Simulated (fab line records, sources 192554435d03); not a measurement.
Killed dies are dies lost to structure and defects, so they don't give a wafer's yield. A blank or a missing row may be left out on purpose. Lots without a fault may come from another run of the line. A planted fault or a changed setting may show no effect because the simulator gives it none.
One fault seen from 2 desks | flow n5_finfet | each desk has only its own numbers; what lay behind them comes last

THE TOOL OWNER'S DESK: litho_track-01
The tool's own readings at N5_BEOL_M12_PEB_08 (peb time 90 s): means of the sampled wafers that have a number, for each lot that ran on this tool. A lot is out of limits, marked OUT, if its mean lies more than 4 standard deviations from the usual mean; the brackets give that distance.
Columns: A = heater_power_total_W at N5_BEOL_M12_PEB_08, usual 172.5 W; B = plate_temp_C at N5_BEOL_M12_PEB_08, usual 130.00 C
lot  | first seen here | A                | B
L940 | day 10 18:47    | 171.1            | 129.96
L953 | day 13 17:23    | 165.2 (-9.5) OUT | 125.39 (-33) OUT
L954 | day 14 04:24    | 165.4 (-9.3) OUT | 125.59 (-32) OUT
L962 | day 16 17:23    | 172.7            | 130.08
This desk's finding: out of limits on L953, L954; first on L953, day 13 17:23 (heater_power_total_W at N5_BEOL_M12_PEB_08). In limits: L940, L962.

THE METROLOGY DESK
What the gauges read, lot by lot, whatever tool the lot ran on: means of the sampled wafers that have a number. A lot is out of limits, marked OUT, if its mean lies more than 4 standard deviations from the usual mean; the brackets give that distance.
Columns: A = M11_THK at N5_BEOL_M11_THK_MEAS_53, usual 139 nm; B = cd_nm at N5_BEOL_M12_CD_MEAS_10, usual 141.3 nm
lot  | first seen here | A   | B
L939 | day 10 01:20    | 135 | 142.0
L941 | day 10 12:13    | 133 | 139.8
L940 | day 10 18:10    | 140 | 144.3
L942 | day 11 00:59    | 138 | 142.6
L944 | day 11 19:26    | 139 | 141.1
L953 | day 13 16:46    | 136 | 126.3 (-5.8) OUT
L954 | day 14 03:43    | 141 | 123.9 (-6.7) OUT
L959 | day 16 04:55    | 140 | 139.7
L960 | day 16 09:47    | 142 | 139.0
L961 | day 16 10:07    | 137 | 140.5
L962 | day 16 16:44    | 143 | 140.2
This desk's finding: out of limits on L953, L954; first on L953, day 13 17:31 (cd_nm at N5_BEOL_M12_CD_MEAS_10). In limits: L939, L941, L940, L942, L944, L959, L960, L961, L962.

PUT TOGETHER
The tool owner's desk could have raised an alarm at day 13 17:23, on L953, L954.
The metrology desk could have raised an alarm at day 13 17:31, on L953, L954.
Of the lots named, all ran N5_BEOL_M12_PEB_08 on litho_track-01.

WHAT THE SIMULATOR HAD PUT IN
Process parameter drift: litho_track-01, from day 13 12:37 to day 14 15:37, at N5_BEOL_M12_PEB_08. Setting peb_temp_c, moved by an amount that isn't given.
Lots struck among those shown: L953, L954.
Hours from the fault's start to each desk's first reading out of limits: the tool owner's desk, 5; the metrology desk, 5.
